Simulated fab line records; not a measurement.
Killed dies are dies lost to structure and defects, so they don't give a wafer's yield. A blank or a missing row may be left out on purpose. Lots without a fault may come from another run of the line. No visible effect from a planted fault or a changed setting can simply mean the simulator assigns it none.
Problem report, 8D (eight disciplines) form, completed by code -- flow n5Finfet -- the parts of the form that need people (team, actions taken, sign-off) are left out

## 1. PROBLEM STATEMENT
susceptorTempC at N5_BEOL_M9_ILD_DEP_00 reads a mean of 298.72 C on 3 wafers of 2 lots; wafers without a fault read 300.00 C with a standard deviation of 0.18. That puts it -7.1 standard deviations away from the usual mean.
The step: deposits SiCOH lowk from DEMS/porogen, target thk 308.51 nm, time 58 s.
First seen on wafer L270.1, day 11 15:13, on pecvd-03. Wafers with a number at this step in the record: 36, from 12 lots. The rule behind "out" and "out of limits": a value lying over 4 standard deviations away from the usual mean. All remaining wafers that have a number are taken as sound.

## 2. WHAT IT IS, WHAT IT ISN'T
question,is,is not
which readings at this step,susceptorTempC,"heaterPowerW, showerheadPlenumPTorr, throttleValvePct"
which lots,"L270, L271","L262, L263, L265, L266, L267, L268, L281, L282, L284, L285"
which wafers of those lots,"L270.1, L271.2, L271.4","L270.2, L270.6, L271.6"
read on which tools,pecvd-03,pecvd-02
when,from day 11 15:13,"up to then (20 sound wafers); but 13 sound wafers of L271, L281, L282, L284, L285 came after"

## 3. SUSPECTS, AND WHAT RULES EACH OUT
Counting: any tool at a process step up to the reading remains a suspect provided it ran every lot that is out. Sound lots after the first of them don't rule it out here, since some wafers of a struck lot are sound.
- pvdSputter-02 at N5_BEOL_M8_PRE_CLEAN_45 (time 30 s): kept. It processed each lot that is out (first: L270, day 11 13:25); up to then, its last sound lot is L265 (day 9 19:50).
- pecvd-03 at N5_BEOL_M9_ILD_DEP_00 (deposits SiCOH lowk from DEMS/porogen, target thk 308.51 nm, time 58 s): kept. It processed each lot that is out (first: L270, day 11 15:13); up to then, its last sound lot is L267 (day 10 18:12). On those wafers its own readings are out: susceptorTempC.
- In pecvd-03 at N5_BEOL_M9_ILD_DEP_00, the wafers that are out were processed in chamber 1 and their sound lot-mates in chambers 0, 2.
The count leaves pecvd-03 at N5_BEOL_M9_ILD_DEP_00 and pvdSputter-02 at N5_BEOL_M8_PRE_CLEAN_45.

## 4. THE CAUSE (what the simulator had put in)
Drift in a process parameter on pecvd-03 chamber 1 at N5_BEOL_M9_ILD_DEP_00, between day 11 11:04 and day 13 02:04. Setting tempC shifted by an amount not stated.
Counting left 2 suspects, and this tool is among them.

## 5. THE EFFECT CHAIN, in route order
One row per reading whose mean, taken over the struck wafers that have a number, lies over 3 standard deviations from the usual. Only readings for which the record gives a usual standard deviation are gone through. hours: the time from each lot's start at the first step in this table that gives one to its start at this step, as a median over the lots. sigmas: the change in usual standard deviations.
hours,step,reading,usual,on struck wafers,change,sigmas
0,N5_BEOL_M9_ILD_DEP_00,susceptorTempC,300.00 C,298.72,-1.28,-7.1
Its process steps:
- N5_BEOL_M9_ILD_DEP_00: deposits SiCOH lowk from DEMS/porogen, target thk 308.51 nm, time 58 s.

## 6. WHAT WOULD HAVE CAUGHT IT SOONER
First out-of-limits reading in this record: day 11 15:13, which is 4 hours after fault onset at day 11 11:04.
